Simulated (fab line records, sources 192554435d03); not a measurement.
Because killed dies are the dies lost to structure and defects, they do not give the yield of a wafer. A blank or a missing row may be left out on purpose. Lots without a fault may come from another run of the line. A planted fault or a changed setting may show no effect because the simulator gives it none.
fab line records / flow n5-finfet / part 2 of 2: steps 24 to 30 of 30
record lots=5 wafers=15 last-day=16
route steps=1938 shown PMOS_HMC_CHANNEL_EPI@87 FIN_SAQP@90
lots that met no fault: taken from a fault-free run of the same line
start-h: the number of hours between the record's first day and the start of the first shown wafer of the lot / wait-h: hours since the lot's step before / " as in the row above / L1.1+2: one row covering several wafers at once / - no value, or no start given / * or withheld: withheld / < > ~ a bound
route shown NAME@n: names a module that has steps shown in the file, with the first one's number in the route / usual: mean/standard deviation of fault-free wafers / same: alike in all rows / chamber/n: place in a boat / sites: each site's reading / _std_site: standard deviation across them / _edge_site: mean of outer sites minus mean of inner sites / radius-mm: for every site, how far away it sits from the centre of the wafer / mask NAME#n: copy n / behind: the tool/chamber that last shaped the wafer / hold: why the lot went on hold/how many hours it stayed there/how the hold came to an end / device: the transistor (n, p or np) that didn't switch / end of line: tests of these same wafers at the route's end / a step given without rows: its recipe and nothing more / killed: dies that structure and defects cost at the first sort, which is not the same as the wafer's yield / map: a wafer's dies, x killed, . not, _ none there
set.NAME: the setting the step ran with; set.NAME@STEP: the setting that earlier step ran with / model.NAME: the simulator's own value behind a step, which no gauge read
lots at selected steps of the route; one table per step, one row per wafer
services: the hour from which a tool's chamber was out of use, counted from the record's first day as start-h (under 0 if before that day), plus the number of hours and why
## steps
# step N5_FIN_SAQP_CD_MEAS_16
# recipe target-cd-nm=35.6 landing-energy-ev=500 detector=se-inlens
# usual cd-nm=35.50/0.27
lot.wafer=L074.1 tool=cd-sem-03 chamber=0 start-h=22.49 wait-h=- cd-nm=35.21
lot.wafer=L074.4 tool=cd-sem-03 chamber=0 start-h=22.49 wait-h=- cd-nm=35.66
lot.wafer=L074.6 tool=cd-sem-03 chamber=0 start-h=22.49 wait-h=- cd-nm=35.64
lot.wafer=L076.1 tool=cd-sem-02 chamber=0 start-h=34.28 wait-h=- cd-nm=35.83
lot.wafer=L076.3 tool=cd-sem-02 chamber=0 start-h=34.28 wait-h=- cd-nm=35.58
lot.wafer=L076.6 tool=cd-sem-02 chamber=0 start-h=34.28 wait-h=- cd-nm=35.60
lot.wafer=L078.2 tool=cd-sem-02 chamber=0 start-h=46.13 wait-h=- cd-nm=35.54
lot.wafer=L078.4 tool=cd-sem-02 chamber=0 start-h=46.13 wait-h=- cd-nm=35.09
lot.wafer=L078.6 tool=cd-sem-02 chamber=0 start-h=46.13 wait-h=- cd-nm=35.33
lot.wafer=L089.1 tool=cd-sem-02 chamber=0 start-h=113.55 wait-h=- cd-nm=34.99
lot.wafer=L089.2 tool=cd-sem-02 chamber=0 start-h=113.55 wait-h=- cd-nm=35.49
lot.wafer=L089.4 tool=cd-sem-02 chamber=0 start-h=113.55 wait-h=- cd-nm=35.56
lot.wafer=L090.3 tool=cd-sem-03 chamber=0 start-h=118.52 wait-h=- cd-nm=35.06
lot.wafer=L090.5 tool=cd-sem-03 chamber=0 start-h=118.52 wait-h=- cd-nm=35.66
lot.wafer=L090.6 tool=cd-sem-03 chamber=0 start-h=118.52 wait-h=- cd-nm=35.53
# step N5_FIN_SAQP_OVL_MEAS_17
# recipe points-per-wafer=44
# usual FIN_CORE_OVL=-0.2/0.88
lot.wafer=L074.1 tool=overlay-02 chamber=0 start-h=22.53 wait-h=0.0 FIN_CORE_OVL[nm]=0.0
lot.wafer=L074.4 tool=overlay-02 chamber=0 start-h=22.53 wait-h=0.0 FIN_CORE_OVL[nm]=-0.3
lot.wafer=L074.6 tool=overlay-02 chamber=0 start-h=22.53 wait-h=0.0 FIN_CORE_OVL[nm]=0.1
lot.wafer=L076.1 tool=overlay-02 chamber=0 start-h=34.32 wait-h=0.0 FIN_CORE_OVL[nm]=0.3
lot.wafer=L076.3 tool=overlay-02 chamber=0 start-h=34.32 wait-h=0.0 FIN_CORE_OVL[nm]=0.1
lot.wafer=L076.6 tool=overlay-02 chamber=0 start-h=34.32 wait-h=0.0 FIN_CORE_OVL[nm]=0.9
lot.wafer=L078.2 tool=overlay-02 chamber=0 start-h=46.17 wait-h=0.0 FIN_CORE_OVL[nm]=-1.4
lot.wafer=L078.4 tool=overlay-02 chamber=0 start-h=46.17 wait-h=0.0 FIN_CORE_OVL[nm]=-1.5
lot.wafer=L078.6 tool=overlay-02 chamber=0 start-h=46.17 wait-h=0.0 FIN_CORE_OVL[nm]=-1.0
lot.wafer=L089.1 tool=overlay-02 chamber=0 start-h=113.59 wait-h=0.0 FIN_CORE_OVL[nm]=-0.4
lot.wafer=L089.2 tool=overlay-02 chamber=0 start-h=113.59 wait-h=0.0 FIN_CORE_OVL[nm]=-0.2
lot.wafer=L089.4 tool=overlay-02 chamber=0 start-h=113.59 wait-h=0.0 FIN_CORE_OVL[nm]=-1.1
lot.wafer=L090.3 tool=overlay-01 chamber=0 start-h=118.55 wait-h=0.0 FIN_CORE_OVL[nm]=0.5
lot.wafer=L090.5 tool=overlay-01 chamber=0 start-h=118.55 wait-h=0.0 FIN_CORE_OVL[nm]=0.4
lot.wafer=L090.6 tool=overlay-01 chamber=0 start-h=118.55 wait-h=0.0 FIN_CORE_OVL[nm]=-0.4
# step N5_FIN_SAQP_INSPECT_18
# recipe mode=adi inspect-instrument=brightfield
# usual raw-defect-count=458/120
lot.wafer=L074.1 tool=defect-inspect-02 chamber=- start-h=22.55 wait-h=0.0 raw-defect-count=396
lot.wafer=L074.4 tool=defect-inspect-02 chamber=- start-h=22.55 wait-h=0.0 raw-defect-count=503
lot.wafer=L074.6 tool=defect-inspect-02 chamber=- start-h=22.55 wait-h=0.0 raw-defect-count=442
lot.wafer=L076.1 tool=defect-inspect-02 chamber=- start-h=34.35 wait-h=0.0 raw-defect-count=447
lot.wafer=L076.3 tool=defect-inspect-02 chamber=- start-h=34.35 wait-h=0.0 raw-defect-count=455
lot.wafer=L076.6 tool=defect-inspect-02 chamber=- start-h=34.35 wait-h=0.0 raw-defect-count=285
lot.wafer=L078.2 tool=defect-inspect-01 chamber=- start-h=46.19 wait-h=0.0 raw-defect-count=445
lot.wafer=L078.4 tool=defect-inspect-01 chamber=- start-h=46.19 wait-h=0.0 raw-defect-count=414
lot.wafer=L078.6 tool=defect-inspect-01 chamber=- start-h=46.19 wait-h=0.0 raw-defect-count=357
lot.wafer=L089.1 tool=defect-inspect-02 chamber=- start-h=113.61 wait-h=0.0 raw-defect-count=618
lot.wafer=L089.2 tool=defect-inspect-02 chamber=- start-h=113.61 wait-h=0.0 raw-defect-count=590
lot.wafer=L089.4 tool=defect-inspect-02 chamber=- start-h=113.61 wait-h=0.0 raw-defect-count=370
lot.wafer=L090.3 tool=defect-inspect-02 chamber=- start-h=118.58 wait-h=0.0 raw-defect-count=417
lot.wafer=L090.5 tool=defect-inspect-02 chamber=- start-h=118.58 wait-h=0.0 raw-defect-count=392
lot.wafer=L090.6 tool=defect-inspect-02 chamber=- start-h=118.58 wait-h=0.0 raw-defect-count=481
# step N5_FIN_SAQP_DESCUM_21
# recipe chemistry=O2 time-s=7.9 source-power-w=50 bias-power-w=20 pressure-mtorr=20 rf-frequency-hz=2.712e+07 temp-c=40 resist=CAR-ArF o2-flow-sccm=225
# usual drypump-motor-current-A=5.7/0.35 oes-product-au=0.78/0.1 rf-vpp-V=243.1/1.3 showerhead-plenum-p-Torr=2.09/0.074 throttle-valve-pct=20.36/0.21
lot.wafer=L074.1 tool=rie-diel-02 chamber=3 start-h=22.71 wait-h=0.2 drypump-motor-current-A=5.2 oes-product-au=0.78 rf-hours-counter-h=125 rf-vpp-V=244.4 showerhead-plenum-p-Torr=2.19 throttle-valve-pct=20.18
lot.wafer=L074.4 tool=rie-diel-02 chamber=1 start-h=22.71 wait-h=0.2 drypump-motor-current-A=5.8 oes-product-au=0.70 rf-hours-counter-h=217 rf-vpp-V=242.4 showerhead-plenum-p-Torr=2.07 throttle-valve-pct=20.45
lot.wafer=L074.6 tool=rie-diel-02 chamber=2 start-h=22.71 wait-h=0.2 drypump-motor-current-A=5.7 oes-product-au=0.70 rf-hours-counter-h=- rf-vpp-V=243.5 showerhead-plenum-p-Torr=2.06 throttle-valve-pct=20.41
lot.wafer=L076.1 tool=rie-diel-01 chamber=1 start-h=35.50 wait-h=1.2 drypump-motor-current-A=5.5 oes-product-au=0.73 rf-hours-counter-h=169 rf-vpp-V=243.7 showerhead-plenum-p-Torr=2.10 throttle-valve-pct=20.87
lot.wafer=L076.3 tool=rie-diel-01 chamber=0 start-h=35.50 wait-h=1.2 drypump-motor-current-A=5.1 oes-product-au=0.67 rf-hours-counter-h=220 rf-vpp-V=242.0 showerhead-plenum-p-Torr=2.07 throttle-valve-pct=20.62
lot.wafer=L076.6 tool=rie-diel-01 chamber=3 start-h=35.50 wait-h=1.2 drypump-motor-current-A=6.4 oes-product-au=0.70 rf-hours-counter-h=- rf-vpp-V=243.6 showerhead-plenum-p-Torr=2.07 throttle-valve-pct=20.42
lot.wafer=L078.2 tool=rie-diel-01 chamber=3 start-h=46.22 wait-h=0.0 drypump-motor-current-A=6.4 oes-product-au=0.71 rf-hours-counter-h=227 rf-vpp-V=243.1 showerhead-plenum-p-Torr=2.06 throttle-valve-pct=20.45
lot.wafer=L078.4 tool=rie-diel-01 chamber=1 start-h=46.22 wait-h=0.0 drypump-motor-current-A=5.5 oes-product-au=0.73 rf-hours-counter-h=174 rf-vpp-V=242.1 showerhead-plenum-p-Torr=2.10 throttle-valve-pct=20.85
lot.wafer=L078.6 tool=rie-diel-01 chamber=3 start-h=46.22 wait-h=0.0 drypump-motor-current-A=6.4 oes-product-au=0.70 rf-hours-counter-h=- rf-vpp-V=242.6 showerhead-plenum-p-Torr=2.07 throttle-valve-pct=20.44
lot.wafer=L089.1 tool=rie-diel-02 chamber=2 start-h=113.80 wait-h=0.2 drypump-motor-current-A=5.7 oes-product-au=0.94 rf-hours-counter-h=13 rf-vpp-V=243.1 showerhead-plenum-p-Torr=2.05 throttle-valve-pct=20.10
lot.wafer=L089.2 tool=rie-diel-02 chamber=3 start-h=113.80 wait-h=0.2 drypump-motor-current-A=5.2 oes-product-au=0.74 rf-hours-counter-h=161 rf-vpp-V=244.4 showerhead-plenum-p-Torr=2.18 throttle-valve-pct=20.25
lot.wafer=L089.4 tool=rie-diel-02 chamber=0 start-h=113.80 wait-h=0.2 drypump-motor-current-A=5.9 oes-product-au=0.74 rf-hours-counter-h=- rf-vpp-V=243.1 showerhead-plenum-p-Torr=2.19 throttle-valve-pct=20.20
lot.wafer=L090.3 tool=rie-diel-06 chamber=1 start-h=118.73 wait-h=0.1 drypump-motor-current-A=5.6 oes-product-au=0.74 rf-hours-counter-h=158 rf-vpp-V=243.7 showerhead-plenum-p-Torr=2.09 throttle-valve-pct=20.26
lot.wafer=L090.5 tool=rie-diel-06 chamber=1 start-h=118.73 wait-h=0.1 drypump-motor-current-A=5.6 oes-product-au=0.75 rf-hours-counter-h=- rf-vpp-V=245.1 showerhead-plenum-p-Torr=2.09 throttle-valve-pct=20.26
lot.wafer=L090.6 tool=rie-diel-06 chamber=0 start-h=118.73 wait-h=0.1 drypump-motor-current-A=5.3 oes-product-au=0.86 rf-hours-counter-h=- rf-vpp-V=244.9 showerhead-plenum-p-Torr=2.23 throttle-valve-pct=20.32
# step N5_FIN_SAQP_ETCH_51
# recipe chemistry=CF4 target=SiARC target-depth-a=455 mask-material=CAR-ArF time-s=75.8 ion-energy-ev=80 pressure-mtorr=40 source-w=545 bias-w=36 Ar_flow_sccm=100 cf4-flow-sccm=100 ends=cleared
# usual cf4-flow-sccm=100.0/0.3 drypump-motor-current-A=5.7/0.35 etch-rf-on-time-s=75.4/1.2 oes-product-au=0.67/0.085 rf-vpp-V=184.0/1.1 showerhead-plenum-p-Torr=2.14/0.069 throttle-valve-pct=15.55/0.24
lot.wafer=L074.1 tool=rie-diel-02 chamber=3 start-h=22.74 wait-h=0.0 cf4-flow-sccm=100.3 drypump-motor-current-A=5.2 etch-rf-on-time-s=74.2 oes-product-au=0.67 rf-hours-counter-h=125 rf-vpp-V=186.3 showerhead-plenum-p-Torr=2.23 throttle-valve-pct=15.39
lot.wafer=L074.4 tool=rie-diel-02 chamber=1 start-h=22.74 wait-h=0.0 cf4-flow-sccm=100.4 drypump-motor-current-A=5.8 etch-rf-on-time-s=76.3 oes-product-au=0.60 rf-hours-counter-h=217 rf-vpp-V=185.0 showerhead-plenum-p-Torr=2.12 throttle-valve-pct=15.71
lot.wafer=L074.6 tool=rie-diel-02 chamber=2 start-h=22.74 wait-h=0.0 cf4-flow-sccm=99.9 drypump-motor-current-A=5.6 etch-rf-on-time-s=75.6 oes-product-au=0.59 rf-hours-counter-h=- rf-vpp-V=184.7 showerhead-plenum-p-Torr=2.11 throttle-valve-pct=15.69
lot.wafer=L076.1 tool=rie-diel-01 chamber=1 start-h=35.54 wait-h=0.0 cf4-flow-sccm=99.9 drypump-motor-current-A=5.5 etch-rf-on-time-s=75.7 oes-product-au=0.62 rf-hours-counter-h=169 rf-vpp-V=184.0 showerhead-plenum-p-Torr=2.14 throttle-valve-pct=15.97
lot.wafer=L076.3 tool=rie-diel-01 chamber=0 start-h=35.54 wait-h=0.0 cf4-flow-sccm=100.1 drypump-motor-current-A=5.2 etch-rf-on-time-s=74.5 oes-product-au=0.58 rf-hours-counter-h=220 rf-vpp-V=183.5 showerhead-plenum-p-Torr=2.12 throttle-valve-pct=15.83
lot.wafer=L076.6 tool=rie-diel-01 chamber=3 start-h=35.54 wait-h=0.0 cf4-flow-sccm=99.6 drypump-motor-current-A=6.4 etch-rf-on-time-s=76.1 oes-product-au=0.61 rf-hours-counter-h=- rf-vpp-V=183.7 showerhead-plenum-p-Torr=2.12 throttle-valve-pct=15.72
lot.wafer=L078.2 tool=rie-diel-01 chamber=3 start-h=46.26 wait-h=0.0 cf4-flow-sccm=100.1 drypump-motor-current-A=6.4 etch-rf-on-time-s=76.2 oes-product-au=0.61 rf-hours-counter-h=227 rf-vpp-V=183.5 showerhead-plenum-p-Torr=2.12 throttle-valve-pct=15.71
lot.wafer=L078.4 tool=rie-diel-01 chamber=1 start-h=46.26 wait-h=0.0 cf4-flow-sccm=100.1 drypump-motor-current-A=5.5 etch-rf-on-time-s=75.8 oes-product-au=0.63 rf-hours-counter-h=174 rf-vpp-V=184.5 showerhead-plenum-p-Torr=2.13 throttle-valve-pct=15.98
lot.wafer=L078.6 tool=rie-diel-01 chamber=3 start-h=46.26 wait-h=0.0 cf4-flow-sccm=99.8 drypump-motor-current-A=6.4 etch-rf-on-time-s=76.2 oes-product-au=0.61 rf-hours-counter-h=- rf-vpp-V=183.6 showerhead-plenum-p-Torr=2.12 throttle-valve-pct=15.72
lot.wafer=L089.1 tool=rie-diel-02 chamber=2 start-h=113.84 wait-h=0.0 cf4-flow-sccm=100.0 drypump-motor-current-A=5.6 etch-rf-on-time-s=74.0 oes-product-au=0.81 rf-hours-counter-h=13 rf-vpp-V=183.3 showerhead-plenum-p-Torr=2.10 throttle-valve-pct=15.25
lot.wafer=L089.2 tool=rie-diel-02 chamber=3 start-h=113.84 wait-h=0.0 cf4-flow-sccm=99.8 drypump-motor-current-A=5.2 etch-rf-on-time-s=74.5 oes-product-au=0.65 rf-hours-counter-h=161 rf-vpp-V=184.9 showerhead-plenum-p-Torr=2.22 throttle-valve-pct=15.47
lot.wafer=L089.4 tool=rie-diel-02 chamber=0 start-h=113.84 wait-h=0.0 cf4-flow-sccm=99.7 drypump-motor-current-A=5.9 etch-rf-on-time-s=73.8 oes-product-au=0.64 rf-hours-counter-h=- rf-vpp-V=186.8 showerhead-plenum-p-Torr=2.22 throttle-valve-pct=15.36
lot.wafer=L090.3 tool=rie-diel-06 chamber=1 start-h=118.76 wait-h=0.0 cf4-flow-sccm=100.2 drypump-motor-current-A=5.6 etch-rf-on-time-s=75.9 oes-product-au=0.65 rf-hours-counter-h=158 rf-vpp-V=184.5 showerhead-plenum-p-Torr=2.14 throttle-valve-pct=15.51
lot.wafer=L090.5 tool=rie-diel-06 chamber=1 start-h=118.76 wait-h=0.0 cf4-flow-sccm=100.8 drypump-motor-current-A=5.6 etch-rf-on-time-s=75.9 oes-product-au=0.64 rf-hours-counter-h=- rf-vpp-V=184.3 showerhead-plenum-p-Torr=2.14 throttle-valve-pct=15.49
lot.wafer=L090.6 tool=rie-diel-06 chamber=0 start-h=118.76 wait-h=0.0 cf4-flow-sccm=100.0 drypump-motor-current-A=5.3 etch-rf-on-time-s=74.9 oes-product-au=0.73 rf-hours-counter-h=- rf-vpp-V=184.8 showerhead-plenum-p-Torr=2.27 throttle-valve-pct=15.41
# step N5_FIN_SAQP_ETCH_52
# recipe chemistry=N2/H2 target=SOC target-depth-a=1000 overetch-a=200 mask-material=SiARC temp-c=40 time-s=150 ion-energy-ev=200 pressure-mtorr=30 source-w=840 bias-w=150 n2-flow-sccm=200 h2-flow-sccm=200 ends=end-point
# usual drypump-motor-current-A=5.7/0.35 oes-product-au=0.69/0.084 rf-vpp-V=523.9/2.6 showerhead-plenum-p-Torr=2.54/0.087 throttle-valve-pct=17.77/0.23
lot.wafer=L074.1 tool=rie-diel-02 chamber=3 start-h=22.80 wait-h=0.0 drypump-motor-current-A=5.2 oes-product-au=0.70 rf-hours-counter-h=125 rf-vpp-V=528.2 showerhead-plenum-p-Torr=2.67 throttle-valve-pct=17.62
lot.wafer=L074.4 tool=rie-diel-02 chamber=1 start-h=22.80 wait-h=0.0 drypump-motor-current-A=5.8 oes-product-au=0.63 rf-hours-counter-h=217 rf-vpp-V=522.9 showerhead-plenum-p-Torr=2.52 throttle-valve-pct=17.92
lot.wafer=L074.6 tool=rie-diel-02 chamber=2 start-h=22.80 wait-h=0.0 drypump-motor-current-A=5.7 oes-product-au=0.63 rf-hours-counter-h=- rf-vpp-V=523.6 showerhead-plenum-p-Torr=2.51 throttle-valve-pct=17.93
lot.wafer=L076.1 tool=rie-diel-01 chamber=1 start-h=35.59 wait-h=0.0 drypump-motor-current-A=5.5 oes-product-au=0.65 rf-hours-counter-h=169 rf-vpp-V=523.6 showerhead-plenum-p-Torr=2.53 throttle-valve-pct=18.13
lot.wafer=L076.3 tool=rie-diel-01 chamber=0 start-h=35.59 wait-h=0.0 drypump-motor-current-A=5.2 oes-product-au=0.60 rf-hours-counter-h=220 rf-vpp-V=523.0 showerhead-plenum-p-Torr=2.51 throttle-valve-pct=18.05
lot.wafer=L076.6 tool=rie-diel-01 chamber=3 start-h=35.59 wait-h=0.0 drypump-motor-current-A=6.5 oes-product-au=0.64 rf-hours-counter-h=- rf-vpp-V=522.2 showerhead-plenum-p-Torr=2.51 throttle-valve-pct=17.86
lot.wafer=L078.2 tool=rie-diel-01 chamber=3 start-h=46.31 wait-h=0.0 drypump-motor-current-A=6.4 oes-product-au=0.63 rf-hours-counter-h=227 rf-vpp-V=523.1 showerhead-plenum-p-Torr=2.51 throttle-valve-pct=17.84
lot.wafer=L078.4 tool=rie-diel-01 chamber=1 start-h=46.31 wait-h=0.0 drypump-motor-current-A=5.5 oes-product-au=0.66 rf-hours-counter-h=174 rf-vpp-V=523.8 showerhead-plenum-p-Torr=2.53 throttle-valve-pct=18.13
lot.wafer=L078.6 tool=rie-diel-01 chamber=3 start-h=46.31 wait-h=0.0 drypump-motor-current-A=6.4 oes-product-au=0.64 rf-hours-counter-h=- rf-vpp-V=523.3 showerhead-plenum-p-Torr=2.51 throttle-valve-pct=17.86
lot.wafer=L089.1 tool=rie-diel-02 chamber=2 start-h=113.89 wait-h=0.0 drypump-motor-current-A=5.7 oes-product-au=0.83 rf-hours-counter-h=13 rf-vpp-V=522.3 showerhead-plenum-p-Torr=2.50 throttle-valve-pct=17.58
lot.wafer=L089.2 tool=rie-diel-02 chamber=3 start-h=113.89 wait-h=0.0 drypump-motor-current-A=5.2 oes-product-au=0.67 rf-hours-counter-h=161 rf-vpp-V=526.2 showerhead-plenum-p-Torr=2.65 throttle-valve-pct=17.67
lot.wafer=L089.4 tool=rie-diel-02 chamber=0 start-h=113.89 wait-h=0.0 drypump-motor-current-A=5.9 oes-product-au=0.66 rf-hours-counter-h=- rf-vpp-V=527.1 showerhead-plenum-p-Torr=2.64 throttle-valve-pct=17.60
lot.wafer=L090.3 tool=rie-diel-06 chamber=1 start-h=118.82 wait-h=0.0 drypump-motor-current-A=5.6 oes-product-au=0.67 rf-hours-counter-h=158 rf-vpp-V=523.5 showerhead-plenum-p-Torr=2.53 throttle-valve-pct=17.60
lot.wafer=L090.5 tool=rie-diel-06 chamber=1 start-h=118.82 wait-h=0.0 drypump-motor-current-A=5.6 oes-product-au=0.67 rf-hours-counter-h=- rf-vpp-V=522.9 showerhead-plenum-p-Torr=2.53 throttle-valve-pct=17.61
lot.wafer=L090.6 tool=rie-diel-06 chamber=0 start-h=118.82 wait-h=0.0 drypump-motor-current-A=5.3 oes-product-au=0.76 rf-hours-counter-h=- rf-vpp-V=528.8 showerhead-plenum-p-Torr=2.71 throttle-valve-pct=17.69
# step N5_FIN_SAQP_STRIP_53
# recipe chemistry=N2/H2 temp-c=40 n2-flow-sccm=200 h2-flow-sccm=200 rf-frequency-hz=6e+07
lot.wafer=L074.1+4+6 tool=rie-diel-02 chamber=3,1,2 start-h=22.89 wait-h=0.0
lot.wafer=L076.1+3+6 tool=rie-diel-01 chamber=1,0,3 start-h=35.69 wait-h=0.0
lot.wafer=L078.2+4+6 tool=rie-diel-01 chamber=3,1,3 start-h=46.41 wait-h=0.0
lot.wafer=L089.1+2+4 tool=rie-diel-02 chamber=2,3,0 start-h=113.99 wait-h=0.0
lot.wafer=L090.3+5+6 tool=rie-diel-06 chamber=1,1,0 start-h=118.91 wait-h=0.0
## services
tool=pecvd-04 chamber=2 start-h=-2.56 hours=8.9 kind=repair
tool=rie-diel-01 chamber=1 start-h=0.01 hours=3.2 kind=repair
tool=arfi-scanner-03 chamber=- start-h=0.56 hours=1.3 kind=repair
tool=rie-diel-01 chamber=1 start-h=8.24 hours=6.1 kind=repair
tool=pecvd-02 chamber=2 start-h=8.61 hours=6.4 kind=repair
tool=pecvd-02 chamber=0 start-h=11.76 hours=1.7 kind=repair
tool=ald-sin-04 chamber=1 start-h=11.91 hours=4.2 kind=repair
tool=pecvd-02 chamber=- start-h=19.94 hours=5.5 kind=pm
tool=pecvd-04 chamber=1 start-h=20.07 hours=3.8 kind=repair
tool=ald-sin-04 chamber=2 start-h=20.13 hours=7.1 kind=repair
tool=arfi-scanner-01 chamber=- start-h=20.62 hours=1.0 kind=pm
tool=pecvd-02 chamber=- start-h=35.38 hours=10.9 kind=repair
tool=arfi-scanner-01 chamber=- start-h=38.40 hours=16.0 kind=pm
tool=rtp-anneal-01 chamber=- start-h=56.05 hours=4.0 kind=pm
tool=pecvd-04 chamber=1 start-h=56.57 hours=5.5 kind=scheduled-down
tool=pecvd-03 chamber=- start-h=59.53 hours=0.8 kind=repair
tool=arfi-scanner-01 chamber=- start-h=60.36 hours=2.2 kind=repair
tool=pecvd-02 chamber=- start-h=61.71 hours=3.7 kind=repair
tool=arfi-scanner-01 chamber=- start-h=71.81 hours=1.3 kind=pm
tool=arfi-scanner-03 chamber=- start-h=76.69 hours=4.9 kind=pm
tool=arfi-scanner-01 chamber=- start-h=90.61 hours=8.0 kind=pm
tool=arfi-scanner-03 chamber=- start-h=99.76 hours=1.3 kind=pm
tool=rie-diel-06 chamber=2 start-h=112.37 hours=4.9 kind=repair
tool=arfi-scanner-01 chamber=- start-h=113.50 hours=3.9 kind=pm
